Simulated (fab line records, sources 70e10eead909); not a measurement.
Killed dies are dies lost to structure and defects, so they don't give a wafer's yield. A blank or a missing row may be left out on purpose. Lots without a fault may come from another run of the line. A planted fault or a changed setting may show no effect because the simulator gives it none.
Chamber matching | flow nand_harc | NHARC_A_M1_DESCUM_14 on rie_diel-10: 4 sister chambers
The step chemistry O2, time 3 s. 4 wafers are shown with their chamber, then 7 later ones without.

WAFERS WITH THEIR CHAMBER
wafer  | chamber | drypump_motor_current_A (A)
L085.5 | 0       | 5.2
L088.1 | 1       | 5.8
L089.3 | 2       | 6.1
L089.4 | 3       | 6.0

WAFERS WITHOUT THEIR CHAMBER
wafer  | drypump_motor_current_A (A)
L089.5 | 5.2
L096.1 | 5.7
L096.2 | 5.2
L096.5 | 6.0
L095.4 | 6.0
L095.5 | 6.1
L095.6 | 5.8

WHICH CHAMBER EACH WENT THROUGH
wafer  | from the rows above | in truth
L089.5 | 0                   | 0
L096.1 | 1                   | 1
L096.2 | 0                   | 0
L096.5 | 3                   | 3
L095.4 | 3                   | 3
L095.5 | 2                   | 2
L095.6 | 1                   | 1
Placed correctly: 7 of 7. Can't be placed from these rows: 0. Placed wrongly: 0.
How it was worked out, from the rows above alone: a wafer's distance from a chamber is the root of the sum, over the readings, of the square of ((its reading less the chamber's mean) divided by the reading's scatter). The wafer belongs to the nearest chamber; if the next one is less than 2 further off, it can't be placed. A chamber's mean is the mean of its shown wafers. The scatter: with one shown wafer a chamber, the root of the mean of the squares of how far each hidden wafer lies from its nearest shown one.
